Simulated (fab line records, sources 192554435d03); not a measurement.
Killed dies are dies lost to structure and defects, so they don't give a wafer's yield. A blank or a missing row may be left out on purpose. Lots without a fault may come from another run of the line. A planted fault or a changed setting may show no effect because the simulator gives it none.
Problem report in the 8D (eight disciplines) form, filled by code | flow n5_finfet | the parts of the form that need people (team, actions taken, sign-off) are left out

1. THE PROBLEM
etch_rf_on_time_s at N5_BEOL_M9_ETCH_76 reads a mean of 3.62 s on 3 wafers of 2 lots; wafers without a fault read 5.22 s with a standard deviation of 0.11. That is -15 standard deviations from the usual mean.
The step: etches underlayer in N2/H2, target depth 6.5 nm, time 5.2 s.
First seen on wafer L305.2, day 14 15:07, on rie_diel-05. The record holds 31 wafers of 11 lots with a number at this step. Rule for "out", or "out of limits": more than 4 standard deviations from the usual mean. The other wafers with a number count as sound.

2. WHAT IT IS AND WHAT IT IS NOT
question                    | is                     | is not
which readings at this step | etch_rf_on_time_s      | drypump_motor_current_A, rf_vpp_V, showerhead_plenum_p_Torr
which lots                  | L305, L306             | L287, L289, L290, L291, L292, L294, L296, L297, L301
which wafers of those lots  | L305.2, L305.3, L306.3 | L306.6
read on which tools         | rie_diel-05            | rie_diel-06
when                        | from day 14 15:07      | up to then (27 sound wafers); but 1 sound wafer of L306 came after

3. SUSPECTS, AND WHAT RULES EACH OUT
Counting: a tool at a process step up to the reading stays a suspect if it ran every lot that is out. Sound lots after the first of them don't rule it out here, since some wafers of a struck lot are sound.
- rie_diel-05 at N5_BEOL_M9_ETCH_76 (etches underlayer in N2/H2, target depth 6.5 nm, time 5.2 s): kept. It ran every lot that is out, first L305 (day 14 15:07); its last sound lot up to then is L296 (day 11 16:10). Its own readings are out on those wafers: etch_rf_on_time_s.
Left after counting: rie_diel-05 at N5_BEOL_M9_ETCH_76.

4. THE CAUSE (what the simulator had put in)
Process parameter drift: rie_diel-05, from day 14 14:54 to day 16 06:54, at N5_BEOL_M9_ETCH_76. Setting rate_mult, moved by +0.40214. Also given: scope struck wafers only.
Counting left only this tool.

5. THE CHAIN OF EFFECTS, in route order
Each row: a reading whose mean over the struck wafers that have a number lies more than 3 standard deviations from the usual. Only readings for which the record gives a usual standard deviation are gone through. hours: the time from each lot's start at the first step in this table that gives one to its start at this step, as a median over the lots. sigmas: the change in usual standard deviations.
hours | step               | reading           | usual     | on struck wafers | change | sigmas
0     | N5_BEOL_M9_ETCH_76 | etch_rf_on_time_s | 5.22 s    | 3.62             | -1.60  | -15
0     | N5_BEOL_M9_ETCH_76 | oes_product_au    | 0.67 a.u. | 0.96             | +0.29  | +3.4
The process steps in it:
- N5_BEOL_M9_ETCH_76: etches underlayer in N2/H2, target depth 6.5 nm, time 5.2 s.

6. WHAT WOULD HAVE CAUGHT IT SOONER
In this record the first reading out of limits was taken at day 14 15:07, 0 hours after the fault began at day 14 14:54.
